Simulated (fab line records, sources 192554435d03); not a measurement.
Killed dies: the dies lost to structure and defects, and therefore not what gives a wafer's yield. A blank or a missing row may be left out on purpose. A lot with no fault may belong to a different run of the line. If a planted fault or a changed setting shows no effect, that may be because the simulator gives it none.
Split-lot trial | flow n5Finfet | 21 wafers read from 7 lots, route of 1938 steps

== ABOUT THE SPLIT ==
At N5_BEOL_M7_COAT_71 (time 60 s, resist thk 5 nm), the setting spinRpm was moved away from the recipe's 1500 rpm on 10 of the 21 wafers read, by -8.3% to +3.7%. All remaining wafers had this setting at the recipe value.

== FROM THE SPLIT TO THE READING: what the file shows between them, 3 steps ==
- N5_BEOL_M7_COAT_22: resist thk 30 nm
- N5_BEOL_M7_EBR_24
- N5_BEOL_M7_DESCUM_33: chemistry O2, time 7 s

== THE READING ==
etch.depthNm (the simulator's own value, which no gauge read), in nm, at N5_BEOL_M7_ETCH_72 (etches underlayer in N2/H2, target depth 6.5 nm, time 5.2 s). The file does not state a usual value for it. Here, 11 wafers ran the recipe; their average is 5.014 nm with a standard deviation of 0.02 nm.

wafer  | tool, chamber at the split | spinRpm as run, rpm | against the recipe | etch.depthNm, nm | against lot-mates on the recipe
L075.2 | lithoTrack-04, 0           | 1556                | +3.7%              | 4.91             | -0.073
L075.5 | lithoTrack-04, 0           | 1500                | recipe             | 4.983            | -
L075.6 | lithoTrack-04, 0           | 1556                | +3.7%              | 4.905            | -0.078
L080.1 | lithoTrack-04, 0           | 1500                | recipe             | 5.002            | -
L080.2 | lithoTrack-04, 0           | 1500                | recipe             | 5.026            | -
L080.3 | lithoTrack-04, 0           | 1500                | recipe             | 5.018            | -
L083.1 | lithoTrack-01, 0           | 1500                | recipe             | 5.019            | -
L083.4 | lithoTrack-01, 0           | 1431                | -4.6%              | 5.124            | +0.105
L083.6 | lithoTrack-01, 0           | 1431                | -4.6%              | 5.119            | +0.100
L088.1 | lithoTrack-01, 0           | 1500                | recipe             | 5.05             | -
L088.4 | lithoTrack-01, 0           | 1500                | recipe             | 5.027            | -
L088.5 | lithoTrack-01, 0           | 1500                | recipe             | 5.028            | -
L087.2 | lithoTrack-04, 0           | 1395                | -7.0%              | 5.189            | +0.182
L087.3 | lithoTrack-04, 0           | 1500                | recipe             | 5.007            | -
L087.4 | lithoTrack-04, 0           | 1395                | -7.0%              | 5.183            | +0.176
L086.2 | lithoTrack-05, 0           | 1408                | -6.1%              | 5.16             | +0.181
L086.3 | lithoTrack-05, 0           | 1408                | -6.1%              | 5.143            | +0.164
L086.4 | lithoTrack-05, 0           | 1500                | recipe             | 4.979            | -
L096.2 | lithoTrack-05, 0           | 1376                | -8.3%              | 5.238            | +0.222
L096.4 | lithoTrack-05, 0           | 1376                | -8.3%              | 5.216            | +0.200
L096.6 | lithoTrack-05, 0           | 1500                | recipe             | 5.016            | -

FIT RESULTS
A straight line over all 21 wafers: etch.depthNm changes by -0.0251 nm for each +1% of spinRpm; r = -0.99; the points scatter about the line by 0.017 nm.
The same after taking each lot's own level away (the mean of its wafers on the recipe; 21 wafers): -0.0249 nm for each +1%; r = -0.99; scatter 0.012 nm.
According to that fit, moving spinRpm by its largest amount changes the reading by 0.21 nm.
Measured against the standard deviation above, the lots' own levels, which go from 4.9790 to 5.0350 nm, span 2.9 times it.
Consequently the slope shifts little with the lot-to-lot level, the two slopes agreeing.
Check: with one of the wafers moved furthest among these (-8.3%) left out of the fit, the line predicts +0.206 nm for it against its lot-mates. It came out at +0.222 nm against them.

== OTHER SPLITS APPLIED TO THESE WAFERS ==
Note: prior to the reading, these wafers also went through further splits. Each is held against what the fit with the lots' levels taken away leaves over:
other split on the same wafers  | wafers away from the commonest value | r with etch.depthNm (lot level and that fit taken away)
N5_BEOL_M4_TRENCH_ETCH_37 timeS | 9                                    | +0.23
N5_BEOL_M6_COAT_59 spinRpm      | 7                                    | -0.24
N5_BEOL_M6_EXPOSE_08 doseMj     | 5                                    | +0.20

== THE FILE'S OWN FIT ==
etch.depthNm changes by -0.0253 nm for each +1% of spinRpm, r = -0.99.
